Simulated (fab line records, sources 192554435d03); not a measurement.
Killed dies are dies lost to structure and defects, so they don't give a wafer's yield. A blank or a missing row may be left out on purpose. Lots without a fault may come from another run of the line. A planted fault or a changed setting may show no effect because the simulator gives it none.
fab line records | flow n5_finfet
record lots=24 wafers=72 last_day=17
route steps=1938 shown BEOL_M11@1587 BEOL_M12@1614 BEOL_M13@1670
lots that met no fault: from a run of the same line without faults
start_h: hours from the record's first day to the start of the lot's first wafer shown | wait_h: hours since the lot's step before | " the same as in the row above | L1.1+2: a row that stands for several wafers | - no value, or no start given | * or withheld: withheld | < > ~ a bound
route shown NAME@n: a module of which the file shows steps, and the number in the route of the first | usual: mean/standard deviation of fault-free wafers | same: alike in all rows | chamber/n: place in a boat | sites: the reading at each site | _std_site: their standard deviation | _edge_site: outer sites' mean less inner sites' | radius_mm: how far each site lies from the wafer's centre | mask NAME#n: copy n | behind: the tool/chamber that last shaped the wafer | hold: why the lot was held/for how many hours/how that ended | device: the transistor (n, p or np) that didn't switch | end of line: the same wafers' tests at the end of the route | a step without rows: its recipe alone | killed: dies lost to structure and defects at the first sort, not the wafer's yield | map: a wafer's dies, x killed, . not, _ none there
set.NAME: the setting as run; set.NAME@STEP: as run at that earlier step | model.NAME: the simulator's own value behind a step, which no gauge read
steps of the route over a sample of lots; a table a step, a row a wafer
services: from which hour (start_h, from the record's first day; less than 0 if before it) a tool's chamber was out of use, for how many hours, and why
## steps
# step N5_BEOL_M11_CURE_72
# recipe temp_c=370 time_s=120 ambient=DMADMS/He material=SiCOH_lowk
# usual lamp_power_pct=52.31/0.055 wafer_temp_C_max=371.8/0.59
# columns lot.wafer tool chamber start_h wait_h lamp_power_pct wafer_temp_C_max
L074.1 uv_cure-03 2 223.01 0.0 52.36 371.9
L074.2 " 2 " " 52.29 372.3
L074.3 " 2 " " 52.37 372.3
L075.2 uv_cure-03 2 226.22 0.1 52.33 371.3
L075.3 " 2 " " 52.23 371.7
L075.6 " 2 " " 52.31 371.3
L077.1 uv_cure-03 1 238.73 0.4 52.32 371.2
L077.2 " 1 " " 52.38 371.4
L077.5 " 1 " " 52.29 371.1
L076.2 uv_cure-03 1 239.08 0.5 52.16 371.6
L076.5 " 1 " " 52.31 371.2
L076.6 " 1 " " 52.27 371.1
L078.2 uv_cure-03 1 244.30 0.3 52.40 371.2
L078.4 " 1 " " 52.33 371.2
L078.6 " 1 " " 52.32 371.0
L079.1 uv_cure-03 0 250.54 0.2 52.36 371.1
L079.2 " 0 " " 52.34 371.9
L079.4 " 0 " " 52.32 371.8
L080.2 uv_cure-02 0 253.92 0.1 52.28 371.9
L080.3 " 0 " " 52.34 371.9
L080.6 " 0 " " 52.31 371.7
L082.2 uv_cure-02 1 267.63 0.1 52.33 373.3
L082.3 " 1 " " 52.33 372.1
L082.6 " 1 " " 52.36 372.2
L083.3 uv_cure-02 0 271.95 0.4 52.28 372.5
L083.4 " 0 " " 52.37 372.8
L083.5 " 0 " " 52.35 371.7
L081.1 uv_cure-01 1 272.26 0.1 52.34 372.7
L081.3 " 1 " " 52.33 372.7
L081.6 " 1 " " 52.36 372.7
L084.1 uv_cure-03 1 282.88 0.0 52.26 371.3
L084.2 " 1 " " 52.35 371.2
L084.4 " 1 " " 52.36 371.3
L086.2 uv_cure-01 0 283.81 0.1 52.39 373.4
L086.3 " 0 " " 52.32 373.1
L086.4 " 0 " " 52.37 373.1
L085.1 uv_cure-03 1 299.25 0.0 52.30 371.2
L085.4 " 1 " " 52.28 371.3
L085.5 " 1 " " 52.24 371.2
L087.4 uv_cure-03 0 299.97 0.2 52.31 372.2
L087.5 " 0 " " 52.26 371.8
L087.6 " 0 " " 52.40 372.0
L088.2 uv_cure-03 1 303.58 0.1 52.29 371.1
L088.4 " 1 " " 52.35 370.5
L088.6 " 1 " " 52.32 371.2
L089.2 uv_cure-03 0 305.44 0.1 52.23 371.3
L089.3 " 0 " " 52.28 372.1
L089.6 " 0 " " 52.30 371.5
L090.4 uv_cure-01 2 322.44 0.2 52.28 370.8
L090.5 " 2 " " 52.34 371.3
L090.6 " 2 " " 52.33 371.7
L091.1 uv_cure-02 0 330.38 0.1 52.27 371.2
L091.4 " 0 " " 52.37 371.9
L091.5 " 0 " " 52.33 372.5
L092.1 uv_cure-03 0 334.54 0.0 52.30 372.7
L092.2 " 0 " " 52.27 371.6
L092.4 " 0 " " 52.31 371.5
L093.1 uv_cure-03 2 338.81 0.6 52.27 372.0
L093.3 " 2 " " 52.32 371.5
L093.4 " 2 " " 52.23 372.0
L094.4 uv_cure-02 2 345.83 0.2 52.38 372.2
L094.5 " 2 " " 52.23 372.5
L094.6 " 2 " " 52.36 372.4
L095.2 uv_cure-03 0 348.36 0.1 52.20 371.4
L095.3 " 0 " " 52.29 371.7
L095.5 " 0 " " 52.37 371.5
L097.3 uv_cure-01 0 359.84 0.5 52.33 372.1
L097.4 " 0 " " 52.29 373.7
L097.6 " 0 " " 52.19 372.4
L096.1 uv_cure-02 2 362.31 0.0 52.22 372.3
L096.2 " 2 " " 52.36 372.5
L096.3 " 2 " " 52.33 372.1
# step N5_BEOL_M11_ANNEAL_51
# recipe temp_c=225 time_s=90 ambient=N2
# usual anneal_temp_c_max=225.9/0.32 wafer_temp_C_max=226.3/0.56
# columns lot.wafer tool chamber start_h wait_h anneal_temp_c_max wafer_temp_C_max
L074.1 rtp_anneal-01 0 224.26 0.1 226.0 226.5
L074.2 " 0 " " 225.9 226.5
L074.3 " 0 " " 226.0 226.5
L075.2 rtp_anneal-01 0 229.57 0.3 226.4 227.0
L075.3 " 0 " " 226.5 226.5
L075.6 " 0 " " 226.0 226.4
L077.1 rtp_anneal-02 0 241.43 0.1 226.2 225.8
L077.2 " 0 " " 225.8 225.7
L077.5 " 0 " " 225.9 225.9
L076.2 rtp_anneal-01 0 241.91 0.2 226.0 226.5
L076.5 " 0 " " 225.9 226.7
L076.6 " 0 " " 226.5 227.9
L078.2 rtp_anneal-02 0 245.51 0.1 225.8 225.7
L078.4 " 0 " " 226.1 225.5
L078.6 " 0 " " 225.7 225.6
L079.1 rtp_anneal-01 0 251.65 0.1 226.1 226.9
L079.2 " 0 " " 226.1 227.0
L079.4 " 0 " " 226.1 226.8
L080.2 rtp_anneal-02 0 256.90 0.1 225.1 225.8
L080.3 " 0 " " 225.7 225.9
L080.6 " 0 " " 225.7 225.8
L082.2 rtp_anneal-01 0 269.98 1.1 226.1 226.3
L082.3 " 0 " " 226.4 226.5
L082.6 " 0 " " 226.5 226.9
L083.3 rtp_anneal-01 0 274.79 0.3 225.6 226.5
L083.4 " 0 " " 226.0 226.3
L083.5 " 0 " " 226.1 226.3
L081.1 rtp_anneal-01 0 275.53 0.1 226.0 227.4
L081.3 " 0 " " 226.2 226.9
L081.6 " 0 " " 226.3 226.8
L084.1 rtp_anneal-01 0 284.76 0.3 226.3 226.6
L084.2 " 0 " " 225.9 226.8
L084.4 " 0 " " 226.2 226.6
L086.2 rtp_anneal-01 0 285.10 0.1 225.9 226.9
L086.3 " 0 " " 225.9 227.3
L086.4 " 0 " " 226.1 226.5
L085.1 rtp_anneal-02 0 300.82 0.1 225.7 225.5
L085.4 " 0 " " 225.7 225.9
L085.5 " 0 " " 225.8 226.0
L087.4 rtp_anneal-02 0 301.84 0.3 225.6 225.5
L087.5 " 0 " " 225.9 225.8
L087.6 " 0 " " 225.5 225.7
L088.2 rtp_anneal-01 0 304.86 0.2 226.3 226.6
L088.4 " 0 " " 225.9 226.4
L088.6 " 0 " " 226.3 226.6
L089.2 rtp_anneal-01 0 307.77 0.4 225.8 226.8
L089.3 " 0 " " 226.0 226.9
L089.6 " 0 " " 226.0 227.2
L090.4 rtp_anneal-01 0 325.99 0.2 226.2 226.4
L090.5 " 0 " " 226.3 227.0
L090.6 " 0 " " 226.5 227.3
L091.1 rtp_anneal-02 0 331.82 0.1 225.5 225.7
L091.4 " 0 " " 225.4 226.0
L091.5 " 0 " " 225.8 226.0
L092.1 rtp_anneal-02 0 336.61 0.2 225.6 225.8
L092.2 " 0 " " 225.5 225.5
L092.4 " 0 " " 225.6 225.6
L093.1 rtp_anneal-02 0 341.54 0.1 225.6 225.7
L093.3 " 0 " " 225.5 225.3
L093.4 " 0 " " 225.8 225.8
L094.4 rtp_anneal-01 0 349.53 0.2 226.0 227.2
L094.5 " 0 " " 226.4 226.6
L094.6 " 0 " " 226.1 226.3
L095.2 rtp_anneal-02 0 350.01 0.3 225.4 225.7
L095.3 " 0 " " 225.5 225.8
L095.5 " 0 " " 225.4 225.8
L097.3 rtp_anneal-02 0 361.89 0.1 225.9 225.9
L097.4 " 0 " " 225.5 225.2
L097.6 " 0 " " 225.5 225.5
L096.1 rtp_anneal-02 0 365.65 0.1 225.9 225.7
L096.2 " 0 " " 225.8 225.7
L096.3 " 0 " " 225.9 225.8
# step N5_BEOL_M12_INSPECT_12
# recipe mode=adi inspect_instrument=macro
# usual raw_defect_count=2.2/1.5
# columns lot.wafer tool chamber start_h wait_h raw_defect_count
L074.1 defect_inspect-02 - 225.77 0.0 2
L074.2 " - " " 2
L074.3 " - " " 1
L075.2 defect_inspect-01 - 231.23 0.0 2
L075.3 " - " " 4
L075.6 " - " " 4
L077.1 defect_inspect-01 - 242.85 0.0 2
L077.2 " - " " 4
L077.5 " - " " 4
L076.2 defect_inspect-01 - 243.18 0.0 1
L076.5 " - " " 2
L076.6 " - " " 1
L078.2 defect_inspect-02 - 246.76 0.0 0
L078.4 " - " " 5
L078.6 " - " " 4
L079.1 defect_inspect-02 - 252.95 0.0 4
L079.2 " - " " 2
L079.4 " - " " 2
L080.2 defect_inspect-02 - 258.31 0.0 2
L080.3 " - " " 2
L080.6 " - " " 1
L082.2 defect_inspect-01 - 271.22 0.0 4
L082.3 " - " " 0
L082.6 " - " " 1
L083.3 defect_inspect-01 - 276.00 0.0 3
L083.4 " - " " 3
L083.5 " - " " 0
L081.1 defect_inspect-02 - 278.60 0.0 6
L081.3 " - " " 2
L081.6 " - " " 2
L084.1 defect_inspect-02 - 286.02 0.0 2
L084.2 " - " " 2
L084.4 " - " " 0
L086.2 defect_inspect-02 - 286.59 0.0 5
L086.3 " - " " 2
L086.4 " - " " 2
L085.1 defect_inspect-01 - 302.23 0.0 1
L085.4 " - " " 3
L085.5 " - " " 2
L087.4 defect_inspect-01 - 303.10 0.0 2
L087.5 " - " " 0
L087.6 " - " " 1
L088.2 defect_inspect-02 - 306.31 0.0 2
L088.4 " - " " 0
L088.6 " - " " 1
L089.2 defect_inspect-02 - 308.99 0.0 2
L089.3 " - " " 2
L089.6 " - " " 1
L090.4 defect_inspect-01 - 327.26 0.0 3
L090.5 " - " " 4
L090.6 " - " " 1
L091.1 defect_inspect-02 - 333.21 0.0 3
L091.4 " - " " 1
L091.5 " - " " 1
L092.1 defect_inspect-02 - 337.88 0.0 3
L092.2 " - " " 3
L092.4 " - " " 2
L093.1 defect_inspect-02 - 342.87 0.0 0
L093.3 " - " " 1
L093.4 " - " " 1
L094.4 defect_inspect-02 - 350.69 0.0 3
L094.5 " - " " 3
L094.6 " - " " 4
L095.2 defect_inspect-02 - 351.26 0.0 3
L095.3 " - " " 4
L095.5 " - " " 3
L097.3 defect_inspect-02 - 363.13 0.0 3
L097.4 " - " " 6
L097.6 " - " " 1
L096.1 defect_inspect-01 - 366.92 0.0 3
L096.2 " - " " 4
L096.3 " - " " 0
# step N5_BEOL_M12_CD_MEAS_17
# recipe target_cd_nm=140 polarity=opening
# usual cd_nm=139.2/1.7
# columns lot.wafer tool chamber start_h wait_h cd_nm
L074.1 cd_sem-01 - 226.51 0.0 138.7
L074.2 " - " " 138.0
L074.3 " - " " 140.4
L075.2 cd_sem-03 - 231.76 0.0 139.6
L075.3 " - " " 139.9
L075.6 " - " " 137.2
L077.1 cd_sem-01 - 243.51 0.0 139.9
L077.2 " - " " 141.1
L077.5 " - " " 141.1
L076.2 cd_sem-03 - 243.75 0.0 138.8
L076.5 " - " " 138.9
L076.6 " - " " 138.5
L078.2 cd_sem-03 - 247.49 0.0 140.6
L078.4 " - " " 140.1
L078.6 " - " " 138.5
L079.1 cd_sem-02 - 253.66 0.0 141.6
L079.2 " - " " 140.0
L079.4 " - " " 142.1
L080.2 cd_sem-03 - 258.94 0.0 139.3
L080.3 " - " " 138.5
L080.6 " - " " 140.2
L082.2 cd_sem-01 - 272.03 0.0 138.7
L082.3 " - " " 138.1
L082.6 " - " " 140.9
L083.3 cd_sem-01 - 276.53 0.0 139.7
L083.4 " - " " 140.1
L083.5 " - " " 138.8
L081.1 cd_sem-02 - 279.13 0.0 137.4
L081.3 " - " " 139.3
L081.6 " - " " 139.0
L084.1 cd_sem-03 - 286.86 0.0 139.3
L084.2 " - " " 136.8
L084.4 " - " " 138.9
L086.2 cd_sem-03 - 287.72 0.0 138.7
L086.3 " - " " 139.2
L086.4 " - " " 140.7
L085.1 cd_sem-01 - 302.77 0.0 140.3
L085.4 " - " " 142.6
L085.5 " - " " 144.5
L087.4 cd_sem-02 - 303.65 0.0 138.8
L087.5 " - " " 139.6
L087.6 " - " " 140.0
L088.2 cd_sem-02 - 306.84 0.0 137.5
L088.4 " - " " 141.2
L088.6 " - " " 137.1
L089.2 cd_sem-03 - 309.58 0.0 136.8
L089.3 " - " " 139.2
L089.6 " - " " 136.4
L090.4 cd_sem-03 - 328.01 0.0 140.2
L090.5 " - " " 137.6
L090.6 " - " " 140.0
L091.1 cd_sem-02 - 333.76 0.0 136.2
L091.4 " - " " 135.0
L091.5 " - " " 136.7
L092.1 cd_sem-03 - 338.64 0.0 140.4
L092.2 " - " " 138.1
L092.4 " - " " 138.8
L093.1 cd_sem-03 - 343.42 0.0 138.7
L093.3 " - " " 136.9
L093.4 " - " " 136.9
L094.4 cd_sem-02 - 351.22 0.0 141.8
L094.5 " - " " 143.0
L094.6 " - " " 138.3
L095.2 cd_sem-02 - 352.06 0.0 141.4
L095.3 " - " " 139.4
L095.5 " - " " 143.1
L097.3 cd_sem-01 - 363.66 0.0 138.3
L097.4 " - " " 139.5
L097.6 " - " " 137.6
L096.1 cd_sem-02 - 367.60 0.0 139.1
L096.2 " - " " 137.5
L096.3 " - " " 137.2
# step N5_BEOL_M12_SPUTTER_43
# recipe material=TaN target_thk_a=150 temp_c=50 bias_v=168.6 power_w=15000 chamber_pressure_pa=0.12 time_s=24.19
# usual throttle_valve_pct=29.8/1
# columns lot.wafer tool chamber start_h wait_h throttle_valve_pct
L074.1 pvd_sputter-03 - 229.87 0.0 29.4
L074.2 " - " " 30.3
L074.3 " - " " 30.7
L075.2 pvd_sputter-01 - 233.94 0.0 30.6
L075.3 " - " " 30.9
L075.6 " - " " 31.1
L077.1 pvd_sputter-02 - 245.51 0.0 30.3
L077.2 " - " " 31.0
L077.5 " - " " 28.6
L076.2 pvd_sputter-01 - 247.34 0.0 27.8
L076.5 " - " " 30.9
L076.6 " - " " 27.7
L078.2 pvd_sputter-02 - 248.90 0.0 29.0
L078.4 " - " " 31.2
L078.6 " - " " 31.2
L079.1 pvd_sputter-02 - 262.29 0.0 28.5
L079.2 " - " " 28.6
L079.4 " - " " 30.0
L080.2 pvd_sputter-01 - 262.65 0.0 30.5
L080.3 " - " " 30.8
L080.6 " - " " 28.3
L082.2 pvd_sputter-03 - 275.20 0.0 30.0
L082.3 " - " " 30.8
L082.6 " - " " 30.4
L083.3 pvd_sputter-02 - 278.05 0.0 28.9
L083.4 " - " " 31.2
L083.5 " - " " 28.9
L081.1 pvd_sputter-03 - 281.96 0.0 30.0
L081.3 " - " " 29.5
L081.6 " - " " 30.3
L084.1 pvd_sputter-03 - 291.53 0.0 29.9
L084.2 " - " " 30.6
L084.4 " - " " 29.2
L086.2 pvd_sputter-03 - 294.37 0.0 30.7
L086.3 " - " " 30.1
L086.4 " - " " 29.2
L085.1 pvd_sputter-02 - 305.18 0.0 28.9
L085.4 " - " " 31.3
L085.5 " - " " 28.7
L087.4 pvd_sputter-02 - 305.58 0.0 28.4
L087.5 " - " " 30.1
L087.6 " - " " 28.6
L088.2 pvd_sputter-01 - 309.71 0.0 29.8
L088.4 " - " " 28.0
L088.6 " - " " 29.8
L089.2 pvd_sputter-01 - 312.53 0.0 30.1
L089.3 " - " " 30.7
L089.6 " - " " 29.8
L090.4 pvd_sputter-02 - 331.34 0.0 28.6
L090.5 " - " " 31.3
L090.6 " - " " 28.9
L091.1 pvd_sputter-01 - 335.53 0.0 27.8
L091.4 " - " " 30.0
L091.5 " - " " 30.9
L092.1 pvd_sputter-02 - 341.61 0.0 30.3
L092.2 " - " " 28.5
L092.4 " - " " 31.0
L093.1 pvd_sputter-01 - 347.90 0.0 27.8
L093.3 " - " " 30.8
L093.4 " - " " 29.8
L094.4 pvd_sputter-02 - 353.36 0.0 31.1
L094.5 " - " " 28.3
L094.6 " - " " 31.4
L095.2 pvd_sputter-01 - 353.62 0.0 30.7
L095.3 " - " " 30.5
L095.5 " - " " 30.8
L097.3 pvd_sputter-03 - 367.77 0.0 29.4
L097.4 " - " " 30.0
L097.6 " - " " 30.6
L096.1 pvd_sputter-01 - 376.22 0.0 29.5
L096.2 " - " " 31.0
L096.3 " - " " 30.7
# step N5_BEOL_M13_OVL_MEAS_11
# recipe points_per_wafer=44
# usual V12_OVL=0/6.3
# same points_per_wafer=44
# columns lot.wafer tool chamber start_h wait_h V12_OVL[nm]
L074.1 overlay-02 0 231.81 0.0 5
L074.2 " 0 " " 5
L074.3 " 0 " " 14
L075.2 overlay-02 0 235.79 0.0 -3
L075.3 " 0 " " 11
L075.6 " 0 " " -1
L077.1 overlay-02 0 247.34 0.0 -1
L077.2 " 0 " " 1
L077.5 " 0 " " -1
L076.2 overlay-02 0 249.06 0.0 4
L076.5 " 0 " " -5
L076.6 " 0 " " 10
L078.2 overlay-02 0 250.62 0.0 -12
L078.4 " 0 " " 0
L078.6 " 0 " " -7
L079.1 overlay-02 0 264.46 0.0 5
L079.2 " 0 " " -3
L079.4 " 0 " " -3
L080.2 overlay-01 0 264.82 0.0 6
L080.3 " 0 " " 5
L080.6 " 0 " " 9
L082.2 overlay-02 0 278.71 0.0 2
L082.3 " 0 " " -10
L082.6 " 0 " " 4
L083.3 overlay-01 0 279.91 0.0 -9
L083.4 " 0 " " 1
L083.5 " 0 " " -9
L081.1 overlay-01 0 283.79 0.0 5
L081.3 " 0 " " 0
L081.6 " 0 " " -11
L084.1 overlay-01 0 294.02 0.0 -9
L084.2 " 0 " " 2
L084.4 " 0 " " 9
L086.2 overlay-01 0 296.06 0.0 -7
L086.3 " 0 " " 0
L086.4 " 0 " " -6
L085.1 overlay-01 0 307.13 0.0 -8
L085.4 " 0 " " 1
L085.5 " 0 " " 1
L087.4 overlay-01 0 307.41 0.0 5
L087.5 " 0 " " -8
L087.6 " 0 " " 8
L088.2 overlay-01 0 311.39 0.0 10
L088.4 " 0 " " 9
L088.6 " 0 " " 7
L089.2 overlay-01 0 314.38 0.0 -1
L089.3 " 0 " " -2
L089.6 " 0 " " -3
L090.4 overlay-01 0 333.27 0.0 11
L090.5 " 0 " " 0
L090.6 " 0 " " 11
L091.1 overlay-01 0 337.22 0.0 -7
L091.4 " 0 " " 1
L091.5 " 0 " " -2
L092.1 overlay-01 0 343.45 0.0 5
L092.2 " 0 " " -3
L092.4 " 0 " " -6
L093.1 overlay-01 0 349.70 0.0 10
L093.3 " 0 " " 5
L093.4 " 0 " " -4
L094.4 overlay-01 0 355.29 0.0 1
L094.5 " 0 " " 9
L094.6 " 0 " " -2
L095.2 overlay-01 0 355.95 0.0 0
L095.3 " 0 " " 6
L095.5 " 0 " " -1
L097.3 overlay-02 0 369.63 0.0 0
L097.4 " 0 " " 5
L097.6 " 0 " " 12
L096.1 overlay-02 0 378.03 0.0 -3
L096.2 " 0 " " 6
L096.3 " 0 " " -3
## services
# columns tool chamber start_h hours kind
uv_cure-01 - 226.58 28.1 pm
uv_cure-01 - 254.68 1.0 pm
uv_cure-03 - 269.52 7.5 pm
uv_cure-01 - 284.06 7.5 pm
uv_cure-02 - 296.95 4.5 pm
uv_cure-02 - 345.33 0.3 repair
uv_cure-03 - 358.37 0.4 repair
pvd_sputter-01 - 369.52 1.8 repair
pvd_sputter-01 - 371.87 3.5 repair
## key
fault none
